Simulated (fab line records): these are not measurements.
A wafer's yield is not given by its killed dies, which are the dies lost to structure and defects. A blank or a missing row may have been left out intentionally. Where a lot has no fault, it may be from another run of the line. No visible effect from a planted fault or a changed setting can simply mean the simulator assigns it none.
Which tool was responsible?    flow nand_harc    at 1 step of a route of 1302, 6 lots with 18 wafers sampled

WHAT EACH GAUGE READ, for each wafer
NHARC_P_CONTACT_INSPECT_14.
lot   measured      on                 raw_defect_count
L231  day 6 13:54   defect_inspect-01  5 4 2
L235  day 7 22:40   defect_inspect-02  6 3 6
L240  day 10 05:18  defect_inspect-02  2 5 7
L247  day 13 05:49  defect_inspect-01  6 5 6
L250  day 14 08:50  defect_inspect-01  1 7 9
L253  day 15 10:52  defect_inspect-01  4 7 8

EACH LOT AND THE TOOL THAT RAN IT (in order: tool; ch and the chambers of the sampled wafers; start)
There is no process step in the record ahead of these readings.

THE ANSWER, worked out from the rows above alone
Rule: the lots themselves supply what counts as usual. The widest of any qualifying gaps counts: lots, ordered by their means at a reading, are off when they make up no more than a third of the lots, leave a main group of 4 or more, and stand apart from it by 3 or more times the standard deviation of that group's means. A main group whose means are all the same, to the digits that the tables above print for the reading, isn't used. Also off: a lot with no number at a reading for which 4 or more lots have one. The other lots that the step has rows for count as sound.
Nothing can be told from this: no lot is off at any reading shown.

WHAT THE SIMULATOR PUT IN
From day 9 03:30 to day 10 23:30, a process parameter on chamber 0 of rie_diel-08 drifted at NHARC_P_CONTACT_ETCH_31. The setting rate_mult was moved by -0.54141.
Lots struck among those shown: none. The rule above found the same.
